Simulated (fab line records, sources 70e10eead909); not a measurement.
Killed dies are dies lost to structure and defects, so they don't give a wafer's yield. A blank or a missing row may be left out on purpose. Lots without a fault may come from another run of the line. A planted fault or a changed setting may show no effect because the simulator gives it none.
A struck lot beside a sound one | flow nand_harc | 13 steps out of a route of 1159
Sound: wafers L770.1, L770.3, L770.6. Struck: wafers L764.1, L764.5, L764.6. The cause comes at the end.
At each step with rows: each side's tool, then ch and its chambers, then its first start. Under that, the readings that differ: sound wafers | struck wafers | difference of the means | sigmas: that difference in standard deviations of wafers without a fault.
alike: readings whose means differ by less than 2 such deviations, and words and numbers that are the same on both sides. not compared: withheld readings, readings that some wafer has no value for, bounds like >300 that may hide the same value, and numbers for which the record gives no deviation and whose values overlap.
The two part at a step that has a row with sigmas, a row that says differs or no value, or rows on one side only. Numbers that don't overlap but have no deviation are shown without sigmas and don't part them. A reading that every wafer of one side lacks parts them only if that side has two wafers or more.

NHARC_P_STI_INSPECT_25:
  sound on defect_inspect-02, day 8 04:22; struck on defect_inspect-02, day 6 21:44
  alike: raw_defect_count
then, 11 steps without rows for these wafers: NHARC_P_GATE_ETCH_69 (etches SiO2 in dHF, target depth 14 nm); NHARC_P_GATE_PRECLEAN_70 (cleans in SC1); NHARC_P_GATE_SRD_01; NHARC_P_GATE_OXIDE_02 (material SiO2, target thk 37.5 nm, ox time 365 s); NHARC_P_GATE_DEHYDRATE_03 (time 120 s); NHARC_P_GATE_HMDS_04 (time 30 s); NHARC_P_GATE_COAT_05; NHARC_P_GATE_SOFTBAKE_06 (time 95 s); NHARC_P_GATE_EBR_07; NHARC_P_GATE_EXPOSE_08 (exposes mask P HV); NHARC_P_GATE_PEB_09 (peb time 85 s).
NHARC_P_GATE_DEVELOP_10: time 70 s.
  sound on litho_track-05 ch 0, day 8 12:00; struck on litho_track-05, day 7 05:00
  no value came back on the struck wafers for chill_plate_temp_C (C), exhaust_pa (Pa); on the sound wafers chill_plate_temp_C (C) reads 22.93 22.88 22.99

WHERE THEY PART
Only at NHARC_P_GATE_DEVELOP_10, within this record.

WHY: what the simulator had put in
Skipped step whole: litho_track-05, from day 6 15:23 on, at NHARC_P_GATE_DEVELOP_10. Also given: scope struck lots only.
